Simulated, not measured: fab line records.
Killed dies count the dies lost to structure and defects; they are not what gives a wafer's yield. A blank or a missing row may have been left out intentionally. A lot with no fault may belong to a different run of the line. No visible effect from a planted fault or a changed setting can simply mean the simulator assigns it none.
fab line records + flow n5Finfet
[record]
- lots = 4
- wafers = 10
- lastDay = 17
route steps=1938 shown BEOL_M2@879 BEOL_M4@1111
lots with no fault: from the same line, run without faults
startH: start of the lot's first displayed wafer, in hours after the record's first day + waitH: time in hours since the lot's previous step + " identical to the entry in the row above + L1.1+2: a row that stands for several wafers + - no value present, or no start provided + * or withheld: withheld + < > ~ a bound
route shown NAME@n: NAME is a module with steps in the file, n the number in the route of the first one + usual: average and standard deviation across the fault-free wafers + same: alike in all rows + chamber/n: place in a boat + sites: the reading at each site + _std_site: standard deviation of those values + _edge_site: the outer-site mean with the inner-site mean subtracted + radiusMm: for every site, how far away it sits from the centre of the wafer + mask NAME#n: copy n + behind: the most recent tool/chamber to have shaped the wafer + hold: cause of the lot's hold/its duration in hours/its outcome + device: the transistor (n, p or np) that didn't switch + end of line: at the end of the route, the tests of the same wafers + step lacking rows: just its recipe + killed: dies lost to structure and defects at the first sort, not the wafer's yield + map: a wafer's dies, x killed, . not, _ none there
set.NAME: the setting as run; set.NAME@STEP: as run at that earlier step + model.NAME: the simulator's own value behind a step, which no gauge read
lots seen at some steps along the route; tables by step, rows by wafer
services: a tool's chamber out of use, with start hour (startH, from the record's first day; less than 0 if before it), hours out, and reason
[[steps]]
[step N5_BEOL_M2_DESCUM_33]
[recipe]
- chemistry = O2
- timeS = 7
- sourcePowerW = 50
- biasPowerW = 20
- pressureMtorr = 20
- rfFrequencyHz = 2.712e+07
- tempC = 40
- resist = CAR-EUV
- o2FlowSccm = 225
[step N5_BEOL_M2_ETCH_77]
[recipe]
- chemistry = N2/H2
- target = underlayer
- targetDepthA = 65
- maskMaterial = CAR-EUV
- timeS = 5.2
- ionEnergyEv = 200
- pressureMtorr = 30
- sourceW = 840
- biasW = 150
- n2FlowSccm = 200
- h2FlowSccm = 200
- ends = cleared
[step N5_BEOL_M2_ETCH_69]
[recipe]
- chemistry = CF4
- target = SiARC
- targetDepthA = 156
- maskMaterial = CAR-EUV
- timeS = 26
- ionEnergyEv = 80
- pressureMtorr = 40
- sourceW = 545
- biasW = 36
- Ar_flow_sccm = 100
- cf4FlowSccm = 100
- ends = cleared
[step N5_BEOL_M2_ALD_98]
[recipe]
- material = SiO2
- targetThkA = 25
- tempC = 100
- aldPrecursorFamily = BDEAS
- aldCoReactant = O2-plasma
- pulseTimeS = 1
- coReactantPulseTimeS = 1
- purgeTimeS = 2
- coReactantPurgeTimeS = 2
- aldCycles = 17
- pressureTorr = 2
[step N5_BEOL_M2_ETCHBACK_99]
[recipe]
- chemistry = CHF3
- target = SiO2
- targetDepthA = 50
- timeS = 10.4
- sourceW = 215
- biasW = 47
- Ar_flow_sccm = 200
- CHF3_flow_sccm = 12
- ionEnergyEv = 100
- pressureMtorr = 30
[step N5_BEOL_M2_ETCH_70]
[recipe]
- chemistry = N2/H2
- target = SOC
- targetDepthA = 800
- overetchA = 240
- maskMaterial = SiARC
- tempC = 40
- timeS = 130
- ionEnergyEv = 200
- pressureMtorr = 30
- sourceW = 840
- biasW = 150
- n2FlowSccm = 200
- h2FlowSccm = 200
[step N5_BEOL_M2_STRIP_71]
[recipe]
- chemistry = N2/H2
- tempC = 40
- n2FlowSccm = 200
- h2FlowSccm = 200
- rfFrequencyHz = 6e+07
[step N5_BEOL_M2_STRIP_78]
[recipe]
- chemistry = N2/H2
- tempC = 40
- n2FlowSccm = 200
- h2FlowSccm = 200
- rfFrequencyHz = 6e+07
[step N5_BEOL_M2_VIA_ETCH_34]
[recipe]
- chemistry = C4F6/O2
- targetDepthA = 694
- maskMaterial = SOC
- pressureMtorr = 15
- ionEnergyEv = 250
- taperDeg = 4
- timeS = 65.9
- sourceW = 350
- biasW = 170
- Ar_flow_sccm = 300
- C4F6_flow_sccm = 10
- O2_flow_sccm = 10
[step N5_BEOL_M2_STRIP_83]
[recipe]
- chemistry = C4F6/O2
- resist = SiARC
- rfFrequencyHz = 6e+07
[step N5_BEOL_M2_STRIP_36]
[recipe]
- chemistry = N2/H2
- powerW = 450
- tempC = 40
- pressureMtorr = 20
- rfFrequencyHz = 6e+07
- overashFraction = 0.3
- biasPowerW = 7
- h2Frac = 0.5
- n2FlowSccm = 200
- h2FlowSccm = 200
[step N5_BEOL_M2_TRENCH_ETCH_37]
[recipe]
- chemistry = C4F6/O2
- targetDepthA = 555.55
- target = SiOC
- timeS = 29.2
- ionEnergyEv = 250
- pressureMtorr = 30
- sourceW = 355
- biasW = 185
- Ar_flow_sccm = 300
- C4F6_flow_sccm = 10
- O2_flow_sccm = 10
[usual]
- O2_flow_sccm = 9.999/0.029
- drypumpMotorCurrentA = 5.7/0.52
- oesProductAu = 0.80/0.1
- rfVppV = 662/4.2
- runLengthS = 52.5/0.49
- showerheadPlenumPTorr = 2.86/0.092
- throttleValvePct = 20.84/0.19
| lot.wafer | tool       | chamber | startH | waitH | O2_flow_sccm | drypumpMotorCurrentA | oesProductAu | rfHoursCounterH | rfVppV | runLengthS | showerheadPlenumPTorr | throttleValvePct | model.BEOL_M2.featureDepthNm | model.etch.depthNm |
|-----------|------------|---------|--------|-------|--------------|----------------------|--------------|-----------------|--------|------------|-----------------------|------------------|------------------------------|--------------------|
| L725.1    | rieDiel-01 | 0       | 217.88 | -     | 9.996        | 5.3                  | 0.91         | 24              | 663    | 53.3       | 2.91                  | 21.06            | 56.6                         | 56.64              |
| L725.2    | "          | 1       | "      | "     | 9.998        | 4.9                  | 0.89         | 37              | 654    | 53.0       | 2.78                  | 20.58            | 56.4                         | 56.45              |
| L725.4    | "          | 2       | "      | "     | 9.981        | 5.5                  | 0.71         | 191             | 665    | 51.8       | 2.84                  | 20.80            | 55                           | 54.91              |
| L729.2    | rieDiel-01 | 0       | 236.05 | -     | 9.960        | 5.4                  | 0.90         | 30              | 663    | 51.8       | 2.91                  | 21.07            | 53.4                         | 53.45              |
| L729.3    | "          | 2       | "      | "     | 9.972        | 5.5                  | 0.71         | 198             | 665    | 52.2       | 2.84                  | 20.80            | 54.6                         | 54.6               |
| L731.3    | rieDiel-01 | 0       | 256.50 | -     | 9.973        | 5.4                  | 0.89         | 38              | 662    | 53.1       | 2.90                  | 21.09            | 57                           | 57.08              |
| L731.6    | "          | 2       | "      | "     | 9.970        | 5.5                  | 0.70         | -               | 666    | 49.9       | 2.83                  | 20.82            | 52.2                         | 52.19              |
| L735.1    | rieDiel-04 | 2       | 273.55 | -     | 9.984        | 6.5                  | 0.87         | 47              | 665    | 51.7       | 3.02                  | 20.89            | 55.6                         | 55.6               |
| L735.2    | "          | 3       | "      | "     | 9.999        | 5.6                  | 0.71         | 226             | 663    | 52.4       | 2.70                  | 20.67            | 55.8                         | 55.8               |
| L735.6    | "          | 2       | "      | "     | 9.991        | 6.6                  | 0.87         | -               | 666    | 52.0       | 3.02                  | 20.89            | 55                           | 55.09              |
[step N5_BEOL_M2_ETCH_41]
[recipe]
- chemistry = CH3F/O2
- target = SiCN
- targetDepthA = 299
- taperDeg = 2
- timeS = 52.5
- ionEnergyEv = 120
- maskMaterial = TiN
- pressureMtorr = 30
- sourceW = 395
- biasW = 75
- Ar_flow_sccm = 150
- CH3F_flow_sccm = 30
- O2_flow_sccm = 20
[step N5_BEOL_M2_STRIP_97]
[recipe]
- chemistry = N2/H2
- timeS = 10
- powerW = 450
- tempC = 40
- pressureMtorr = 20
- rfFrequencyHz = 6e+07
- biasPowerW = 7
- n2FlowSccm = 200
- h2FlowSccm = 200
[step N5_BEOL_M2_OCD_MEAS_38]
[usual]
- trenchDepthNm = 55.5/0.8
| lot.wafer | tool   | chamber | startH | waitH | trenchDepthNm |
|-----------|--------|---------|--------|-------|---------------|
| L725.1    | ocd-02 | -       | 218.04 | -     | 56.9          |
| L725.2    | "      | -       | "      | "     | 57.0          |
| L725.4    | "      | -       | "      | "     | 54.8          |
| L729.2    | ocd-01 | -       | 236.21 | -     | 53.3          |
| L729.3    | "      | -       | "      | "     | 54.5          |
| L731.3    | ocd-01 | -       | 256.65 | -     | 57.6          |
| L731.6    | "      | -       | "      | "     | 52.5          |
| L735.1    | ocd-01 | -       | 273.71 | -     | 55.7          |
| L735.2    | "      | -       | "      | "     | 56.3          |
| L735.6    | "      | -       | "      | "     | 55.1          |
[step N5_BEOL_M2_HM_STRIP_39]
[recipe]
- chemistry = peroxideTinStrip
- material = TiN
- targetDepthA = 250
- tempC = 50
- timeS = 158
[step N5_BEOL_M2_SRD_40]
[recipe]
- timeS = 30
- tempC = 23
- rinseLiquid = diw
- dry = ipaMarangoni
[step N5_BEOL_M2_PRECLEAN_42]
[recipe]
- chemistry = residueRemover
- timeS = 60
- tempC = 40
[step N5_BEOL_M2_SRD_43]
[recipe]
- timeS = 30
- tempC = 23
- rinseLiquid = diw
- dry = ipaMarangoni
[step N5_BEOL_M2_DEGAS_44]
[recipe]
- ambient = vacuum
- tempC = 250
- timeS = 60
[step N5_BEOL_M2_PRE_CLEAN_45]
[recipe]
- gas = H2/He
- timeS = 30
- tempC = 250
[step N5_BEOL_M2_ALD_84]
[recipe]
- material = TaN
- targetThkA = *
- tempC = 275
- aldPrecursorFamily = PDMAT
- aldCoReactant = NH3
- pressureTorr = 3
- carrierFlowSccm = 1500
- pulseTimeS = 2
- purgeTimeS = 3
- coReactantPurgeTimeS = 2
- coReactantPulseTimeS = 3
- aldCycles = 30
- precursorVesselTempC = 75
- precursorVesselPressureTorr = 26.25
- precursorVesselCarrierSccm = 1000
[step N5_BEOL_M2_SURFACE_TREAT_85]
[recipe]
- gas = Ar
- timeS = *
- ionEnergyEv = *
- ionCurrentMaCm2 = 0.5
- pressureMtorr = *
- arFlowSccm = 30
[step N5_BEOL_M2_CVD_47]
[recipe]
- material = Co
- targetThkA = 30
- tempC = withheld
- precursor = CCTBA/H2
- pressureTorr = 30
- timeS = 223.8
[step N5_BEOL_M2_SPUTTER_48]
[recipe]
- material = Cu
- targetThkA = 45
- tempC = -20
- chamberPressurePa = 0.07
- powerW = withheld
- timeS = 8.29
[step N5_BEOL_M2_ANNEAL_49]
[recipe]
- tempC = 400
- timeS = 240
- ambient = vacuum
[step N5_BEOL_M2_SPUTTER_79]
[recipe]
- material = Cu
- targetThkA = 45
- tempC = -20
- chamberPressurePa = 0.07
- powerW = withheld
- timeS = 8.29
[step N5_BEOL_M2_ANNEAL_80]
[recipe]
- tempC = 400
- timeS = 240
- ambient = vacuum
[step N5_BEOL_M2_SPUTTER_81]
[recipe]
- material = Cu
- targetThkA = 45
- tempC = -20
- chamberPressurePa = 0.07
- powerW = withheld
- timeS = 8.29
[step N5_BEOL_M2_ANNEAL_82]
[recipe]
- tempC = 400
- timeS = 240
- ambient = vacuum
[step N5_BEOL_M2_SPUTTER_86]
[recipe]
- material = Cu
- targetThkA = 45
- tempC = -20
- chamberPressurePa = 0.07
- powerW = withheld
- timeS = 8.29
[step N5_BEOL_M2_ANNEAL_87]
[recipe]
- tempC = 400
- timeS = 240
- ambient = vacuum
[step N5_BEOL_M2_SPUTTER_88]
[recipe]
- material = Cu
- targetThkA = 45
- tempC = -20
- chamberPressurePa = 0.07
- powerW = withheld
- timeS = 8.29
[step N5_BEOL_M2_ANNEAL_89]
[recipe]
- tempC = 400
- timeS = 240
- ambient = vacuum
[step N5_BEOL_M2_SPUTTER_90]
[recipe]
- material = Cu
- targetThkA = 45
- tempC = -20
- chamberPressurePa = 0.07
- powerW = withheld
- timeS = 8.29
[step N5_BEOL_M2_ANNEAL_91]
[recipe]
- tempC = 400
- timeS = 240
- ambient = vacuum
[step N5_BEOL_M2_SPUTTER_92]
[recipe]
- material = Cu
- targetThkA = 45
- tempC = -20
- chamberPressurePa = 0.07
- powerW = withheld
- timeS = 8.29
[step N5_BEOL_M2_ANNEAL_93]
[recipe]
- tempC = 400
- timeS = 240
- ambient = vacuum
[step N5_BEOL_M2_SPUTTER_94]
[recipe]
- material = Cu
- targetThkA = 45
- tempC = -20
- chamberPressurePa = 0.07
- powerW = withheld
- timeS = 8.29
[step N5_BEOL_M2_ANNEAL_95]
[recipe]
- tempC = 400
- timeS = 240
- ambient = vacuum
[step N5_BEOL_M2_CMP_52]
[recipe]
- stopOn = SiOC
- tOverpolishS = 6.8
- downForcePsi = 1
- platenRpm = 50
- clearingPlatenDownForcePsi = 1.5
- clearingPlatenRpm = 50
- postCmpClean = cuAlkaline
- targetThkNm = 40
- clearingPlatenPadVelocityMS = 0.99484
- padVelocityMS = 0.99484
[usual]
- barrierFieldEndpointS = 24.7/0.69
- clearingPlatenDownForcePsi = 1.5002/0.0028
- motorCurrentA = 6.0/0.61
- overpolishRunS = 6.799/0.0089
- timeToEndpointS = 63/3.1
| lot.wafer | tool   | chamber | startH | waitH | barrierFieldEndpointS | clearingPlatenDownForcePsi | motorCurrentA | overpolishRunS | timeToEndpointS | model.Cu_of_BEOL_M2_ECD_50.thkNm |
|-----------|--------|---------|--------|-------|-----------------------|----------------------------|---------------|----------------|-----------------|----------------------------------|
| L725.2    | cmp-04 | 1       | 221.76 | 0.2   | 24.0                  | 1.4979                     | 5.1           | 6.795          | 63              | 42.6                             |
| L725.1    | "      | 2       | "      | "     | 23.6                  | 1.4989                     | 7.0           | 6.795          | 59              | 40.8                             |
| L725.4    | "      | 0       | "      | "     | 24.5                  | 1.4981                     | 5.4           | 6.810          | 66              | 41                               |
| L729.2    | cmp-03 | 0       | 239.56 | 0.2   | 25.1                  | 1.5004                     | 5.0           | 6.804          | 71              | 39.2                             |
| L729.3    | "      | 1       | "      | "     | 24.8                  | 1.5036                     | 5.6           | 6.799          | 66              | 40.2                             |
| L731.3    | cmp-04 | 3       | 260.31 | 0.2   | 24.0                  | 1.4984                     | 5.8           | 6.809          | 62              | 41                               |
| L731.6    | "      | 1       | "      | "     | 24.6                  | 1.4966                     | 4.8           | 6.799          | 61              | 36.2                             |
| L735.1    | cmp-02 | 3       | 277.00 | 0.3   | 23.8                  | 1.5022                     | 6.9           | 6.799          | 65              | 39.4                             |
| L735.2    | "      | 1       | "      | "     | 24.0                  | 1.5021                     | 6.7           | 6.803          | 63              | 40.8                             |
| L735.6    | "      | 3       | "      | "     | 25.1                  | 1.5057                     | 6.5           | 6.806          | 66              | 38.8                             |
[step N5_BEOL_M4_RC_MEAS_101]
[usual]
- DIBL_N = 36.4/1.5
- DIBL_P = 36.6/1.9
- IOFF_N = 0.155/0.021
- IOFF_P = 0.211/0.028
- ION_N = 671/8.6
- ION_P = 462/5.8
- SS_N = 71.5/0.5
- SS_P = 73.4/0.58
- VT_N = 250.1/2.4
- VT_P = -250.1/3
| lot.wafer | tool      | chamber | startH | waitH | DIBL_N[mV/V] | DIBL_P[mV/V] | IOFF_N[nA/um] | IOFF_P[nA/um] | ION_N[uA/um] | ION_P[uA/um] | SS_N[mV/dec] | SS_P[mV/dec] | VT_N[mV] | VT_P[mV] |
|-----------|-----------|---------|--------|-------|--------------|--------------|---------------|---------------|--------------|--------------|--------------|--------------|----------|----------|
| L725.1    | prober-01 | 0       | 244.20 | 0.0   | 36.8         | 35.1         | 0.138         | 0.189         | 666          | 460          | 71.4         | 72.8         | 250.7    | -253.3   |
| L725.2    | "         | 0       | "      | "     | 37.1         | 35.7         | 0.148         | 0.196         | 671          | 460          | 71.5         | 72.9         | 251.4    | -253.0   |
| L725.4    | "         | 0       | "      | "     | 36.1         | 34.0         | 0.129         | 0.175         | 666          | 456          | 70.4         | 72.6         | 252.9    | -252.5   |
| L729.2    | prober-01 | 0       | 268.82 | 0.2   | 39.5         | 40.0         | 0.203         | 0.260         | 674          | 463          | 72.3         | 74.1         | 247.5    | -249.3   |
| L729.3    | "         | 0       | "      | "     | 39.6         | 40.0         | 0.206         | 0.262         | 677          | 464          | 72.4         | 73.9         | 245.3    | -248.5   |
| L731.3    | prober-01 | 0       | 280.74 | 0.3   | 35.4         | 35.2         | 0.144         | 0.181         | 667          | 459          | 71.4         | 72.3         | 249.7    | -251.8   |
| L731.6    | "         | 0       | "      | "     | 36.6         | 36.8         | 0.162         | 0.199         | 672          | 460          | 71.6         | 73.7         | 248.5    | -251.7   |
| L735.1    | prober-02 | 0       | 308.25 | 0.0   | 34.5         | 34.4         | 0.117         | 0.138         | 674          | 460          | 70.9         | 72.5         | 252.8    | -259.8   |
| L735.2    | "         | 0       | "      | "     | 36.2         | 35.8         | 0.140         | 0.153         | 675          | 455          | 71.0         | 73.1         | 251.5    | -257.3   |
| L735.6    | "         | 0       | "      | "     | 37.7         | 38.3         | 0.170         | 0.188         | 680          | 454          | 70.7         | 74.0         | 247.1    | -252.9   |
[[services]]
| tool       | chamber | startH | hours | kind                        |
|------------|---------|--------|-------|-----------------------------|
| cmp-02     | -       | 195.41 | 0.5   | repair                      |
| rieDiel-04 | 0       | 204.28 | -     | clean                       |
| rieDiel-04 | 0       | 204.28 | -     | consumableReplace:focusRing |
| rieDiel-04 | 0       | 204.28 | 17.3  | scheduledDown               |
| rieDiel-04 | 0       | 204.28 | 17.3  | ventCycle                   |
| cmp-03     | -       | 204.75 | 0.8   | repair                      |
| rieDiel-04 | 1       | 217.32 | 5.2   | repair                      |
| cmp-04     | -       | 217.47 | 0.5   | repair                      |
| cmp-02     | -       | 246.20 | 5.2   | pm                          |
| cmp-04     | -       | 257.09 | 2.7   | pm                          |
| rieDiel-04 | 0       | 265.68 | 8.2   | repair                      |
[[key]]
[firstSign]
- step = N5_BEOL_M2_TRENCH_ETCH_37
- reading = runLengthS
- direction = down
- sigmas = 3.2
- usual = *
- struck = *
[effect]
- step = N5_BEOL_M2_OCD_MEAS_38
- reading = trenchDepthNm
- direction = down
- sigmas = 3.2
- usual = 55.5
- struck = 52.9
[modelEffect]
- step = N5_BEOL_M2_TRENCH_ETCH_37
- value = BEOL_M2.featureDepthNm
- without = 56
- struck = 52.8
[modelEffect]
- step = N5_BEOL_M2_CMP_52
- value = Cu_of_BEOL_M2_ECD_50.thkNm
- without = 40.8
- struck = 37.7
metAt N5_BEOL_M2_TRENCH_ETCH_37
struckWafers L729.2,L731.6
onsetBetween 217.88 236.05
[fault]
- kind = processParameterDrift
- tool = rieDiel-01
- chamber = -
- onsetH = 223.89
- steps = N5_BEOL_M2_TRENCH_ETCH_37
- channel = timeS
- offset = *
- shape = step
- endH = 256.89
- scope = struckWafersOnly
- actsIn = *
- stated = *
